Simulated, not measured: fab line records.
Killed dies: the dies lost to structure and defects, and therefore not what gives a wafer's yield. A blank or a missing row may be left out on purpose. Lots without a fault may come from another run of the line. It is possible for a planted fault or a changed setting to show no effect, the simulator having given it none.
Chamber matching || flow nand-harc || 4 sister chambers for NHARC_A_CHANNEL_FILL_D1_ALD_14 on ald-hk-03
The step deposits SiO2, target thk 2.5 nm, pulse time 10 s, ald cycles 25. 18 wafers are shown with their chamber, then 9 later ones without.

== WAFERS WITH THEIR CHAMBER ==
{"wafer": "L074.2", "chamber": 2, "heater-power-outer-w (W)": 291, "heater-power-w (W)": 505, "precursor-pulse-height-rel": 1.024}
{"wafer": "L074.4", "chamber": 3, "heater-power-outer-w (W)": 231, "heater-power-w (W)": 382, "precursor-pulse-height-rel": 1.003}
{"wafer": "L074.6", "chamber": 1, "heater-power-outer-w (W)": 200, "heater-power-w (W)": 359, "precursor-pulse-height-rel": 0.973}
{"wafer": "L076.4", "chamber": 1, "heater-power-outer-w (W)": 204, "heater-power-w (W)": 352, "precursor-pulse-height-rel": 0.976}
{"wafer": "L076.5", "chamber": 2, "heater-power-outer-w (W)": 292, "heater-power-w (W)": 520, "precursor-pulse-height-rel": 1.014}
{"wafer": "L076.6", "chamber": 1, "heater-power-outer-w (W)": 204, "heater-power-w (W)": 363, "precursor-pulse-height-rel": 0.983}
{"wafer": "L075.1", "chamber": 3, "heater-power-outer-w (W)": 222, "heater-power-w (W)": 391, "precursor-pulse-height-rel": 1.024}
{"wafer": "L075.2", "chamber": 0, "heater-power-outer-w (W)": 251, "heater-power-w (W)": 440, "precursor-pulse-height-rel": 1.003}
{"wafer": "L075.6", "chamber": 1, "heater-power-outer-w (W)": 205, "heater-power-w (W)": 359, "precursor-pulse-height-rel": 1.006}
{"wafer": "L078.2", "chamber": 1, "heater-power-outer-w (W)": 206, "heater-power-w (W)": 358, "precursor-pulse-height-rel": 0.998}
{"wafer": "L078.4", "chamber": 2, "heater-power-outer-w (W)": 288, "heater-power-w (W)": 514, "precursor-pulse-height-rel": 1.011}
{"wafer": "L078.5", "chamber": 2, "heater-power-outer-w (W)": 289, "heater-power-w (W)": 528, "precursor-pulse-height-rel": 0.982}
{"wafer": "L077.2", "chamber": 3, "heater-power-outer-w (W)": 226, "heater-power-w (W)": 388, "precursor-pulse-height-rel": 1.025}
{"wafer": "L077.4", "chamber": 0, "heater-power-outer-w (W)": 257, "heater-power-w (W)": 446, "precursor-pulse-height-rel": 1.007}
{"wafer": "L077.6", "chamber": 0, "heater-power-outer-w (W)": 251, "heater-power-w (W)": 417, "precursor-pulse-height-rel": 1.018}
{"wafer": "L077.1", "chamber": 2, "heater-power-outer-w (W)": 288, "heater-power-w (W)": 509, "precursor-pulse-height-rel": 0.990}
{"wafer": "L077.3", "chamber": 1, "heater-power-outer-w (W)": 198, "heater-power-w (W)": 356, "precursor-pulse-height-rel": 0.994}
{"wafer": "L077.5", "chamber": 3, "heater-power-outer-w (W)": 230, "heater-power-w (W)": 387, "precursor-pulse-height-rel": 0.986}

SIGNATURES, as means of the wafers listed above
{"reading": "heater-power-outer-w", "chamber 0": 253.00, "chamber 1": 202.83, "chamber 2": 289.60, "chamber 3": 227.25, "scatter within a chamber": 3.13}
{"reading": "heater-power-w", "chamber 0": 434.33, "chamber 1": 357.83, "chamber 2": 515.20, "chamber 3": 387.00, "scatter within a chamber": 8.05}
{"reading": "precursor-pulse-height-rel", "chamber 0": 1.00933, "chamber 1": 0.98833, "chamber 2": 1.00420, "chamber 3": 1.00950, "scatter within a chamber": 0.0152}
Rule: for each reading, subtract the chamber's mean from the wafer's reading, divide by that reading's scatter and square the result; add these up over the readings and take the root, which gives the wafer's distance from the chamber. If the next closest chamber is less than 2 further off than the closest, the wafer can't be placed; otherwise it belongs to the closest. The scatter is the square root of a quotient: the sum, over the shown wafers, of each reading's squared deviation from its chamber's mean, divided by wafers minus chambers.

== WAFERS WHOSE CHAMBER IS MISSING ==
{"wafer": "L091.1", "heater-power-outer-w (W)": 296, "heater-power-w (W)": 517, "precursor-pulse-height-rel": 0.999}
{"wafer": "L091.4", "heater-power-outer-w (W)": 230, "heater-power-w (W)": 388, "precursor-pulse-height-rel": 0.993}
{"wafer": "L091.5", "heater-power-outer-w (W)": 228, "heater-power-w (W)": 386, "precursor-pulse-height-rel": 1.023}
{"wafer": "L093.2", "heater-power-outer-w (W)": 234, "heater-power-w (W)": 386, "precursor-pulse-height-rel": 0.982}
{"wafer": "L093.3", "heater-power-outer-w (W)": 249, "heater-power-w (W)": 448, "precursor-pulse-height-rel": 0.979}
{"wafer": "L093.6", "heater-power-outer-w (W)": 231, "heater-power-w (W)": 386, "precursor-pulse-height-rel": 1.010}
{"wafer": "L095.1", "heater-power-outer-w (W)": 294, "heater-power-w (W)": 524, "precursor-pulse-height-rel": 0.943}
{"wafer": "L095.4", "heater-power-outer-w (W)": 256, "heater-power-w (W)": 428, "precursor-pulse-height-rel": 0.986}
{"wafer": "L095.5", "heater-power-outer-w (W)": 255, "heater-power-w (W)": 430, "precursor-pulse-height-rel": 0.999}

== THE CHAMBER EACH PASSED THROUGH ==
{"wafer": "L091.1", "from the rows above": 2, "in truth": 2}
{"wafer": "L091.4", "from the rows above": 3, "in truth": 3}
{"wafer": "L091.5", "from the rows above": 3, "in truth": 3}
{"wafer": "L093.2", "from the rows above": 3, "in truth": 3}
{"wafer": "L093.3", "from the rows above": 0, "in truth": 0}
{"wafer": "L093.6", "from the rows above": 3, "in truth": 3}
{"wafer": "L095.1", "from the rows above": 2, "in truth": 2}
{"wafer": "L095.4", "from the rows above": 0, "in truth": 0}
{"wafer": "L095.5", "from the rows above": 0, "in truth": 0}
Placed correctly: 9 of 9. Not placeable from these rows: 0. Number placed wrongly: 0.
